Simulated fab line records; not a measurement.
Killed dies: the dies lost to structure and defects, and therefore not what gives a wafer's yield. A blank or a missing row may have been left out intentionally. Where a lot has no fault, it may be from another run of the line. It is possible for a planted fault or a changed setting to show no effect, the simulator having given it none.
Split-lot trial ; flow n5_finfet ; 7 lots, 21 wafers read, on a route of 1938 steps

== ON THE SPLIT ==
At N5_BEOL_M5_ETCH_68 (etches SOC in N2/H2, target depth 80 nm, overetch 16 nm, time 120 s), the setting time_s was moved away from the recipe's 120 s on 7 of the 21 wafers read, by -22.3% to +12.8%. For the rest of the wafers, this setting stayed at what the recipe calls for.

The split's own step is where the reading is taken.

== THE READING ==
SiARC_of_BEOL_M5_COAT_66.thk_nm (the simulator's own value, which no gauge read), in nm, at N5_BEOL_M5_ETCH_68 (etches SOC in N2/H2, target depth 80 nm, overetch 16 nm, time 120 s). No usual value for it is given in the file. Average 6.3 nm, standard deviation 0.09 nm, over the 14 wafers here run with the recipe.

wafer;tool, chamber at the split;time_s as run, s;against the recipe;SiARC_of_BEOL_M5_COAT_66.thk_nm, nm;against lot-mates on the recipe
L083.1;rie_diel-01, 1;109.9;-8.4%;7;+0.6
L083.3;rie_diel-01, 3;109.9;-8.4%;6.8;+0.4
L083.6;rie_diel-01, 3;120;recipe;6.4;-
L085.1;rie_diel-06, 3;120;recipe;6.4;-
L085.5;rie_diel-06, 3;128.2;+6.8%;6;-0.3
L085.6;rie_diel-06, 1;120;recipe;6.2;-
L086.2;rie_diel-01, 0;93.19;-22.3%;7.8;+1.4
L086.4;rie_diel-01, 3;120;recipe;6.4;-
L086.6;rie_diel-01, 3;93.19;-22.3%;7.6;+1.2
L089.1;rie_diel-01, 0,1;120;recipe;6.4;-
L089.3;rie_diel-01, 0,1;120;recipe;6.4;-
L089.5;rie_diel-01, 2;120;recipe;6.2;-
L093.1;rie_diel-06, 3;135.4;+12.8%;5.8;-0.6
L093.4;rie_diel-06, 0;135.4;+12.8%;5.6;-0.8
L093.6;rie_diel-06, 0;120;recipe;6.4;-
L079.1;rie_diel-06, 2;120;recipe;6.4;-
L079.2;rie_diel-06, 0;120;recipe;6.2;-
L079.3;rie_diel-06, 3;120;recipe;6.4;-
L096.1;rie_diel-01, 1;120;recipe;6.4;-
L096.3;rie_diel-01, 3;120;recipe;6.4;-
L096.5;rie_diel-01, 2;120;recipe;6.2;-
The file does not say which wafer passed through which chamber wherever a row lists several chambers: such a row stands for several wafers.

FIT RESULTS
A straight line over all 21 wafers: SiARC_of_BEOL_M5_COAT_66.thk_nm changes by -0.0581 nm for each +1% of time_s; r = -0.98; the points scatter about the line by 0.1 nm.
The same after taking each lot's own level away (the mean of its wafers on the recipe; 21 wafers): -0.0568 nm for each +1%; r = -0.98; scatter 0.094 nm.
On that fit, the largest move of time_s shifts the reading by 1.3 nm.
The lots' own levels span 6.30 to 6.40 nm, that is 1.1 times the standard deviation above.
Consequently the slope shifts little with the lot-to-lot level, the two slopes agreeing.
Check: +1.22 nm against its lot-mates is what the line predicts for one of the wafers moved furthest among these (-22.3%) when that wafer is left out of the fit. Against them it came out at +1.4 nm.

== FURTHER SPLITS ON THESE WAFERS ==
Before the reading, these wafers also passed through other splits. Each is held against what the fit with the lots' levels taken away leaves over:
other split on the same wafers;wafers away from the commonest value;r with SiARC_of_BEOL_M5_COAT_66.thk_nm (lot level and that fit taken away)
N5_BEOL_M5_EXPOSE_25 dose_mj;10;-0.13

== THE FILE'S OWN FIT ==
SiARC_of_BEOL_M5_COAT_66.thk_nm changes by -0.0567 nm for each +1% of time_s, r = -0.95.
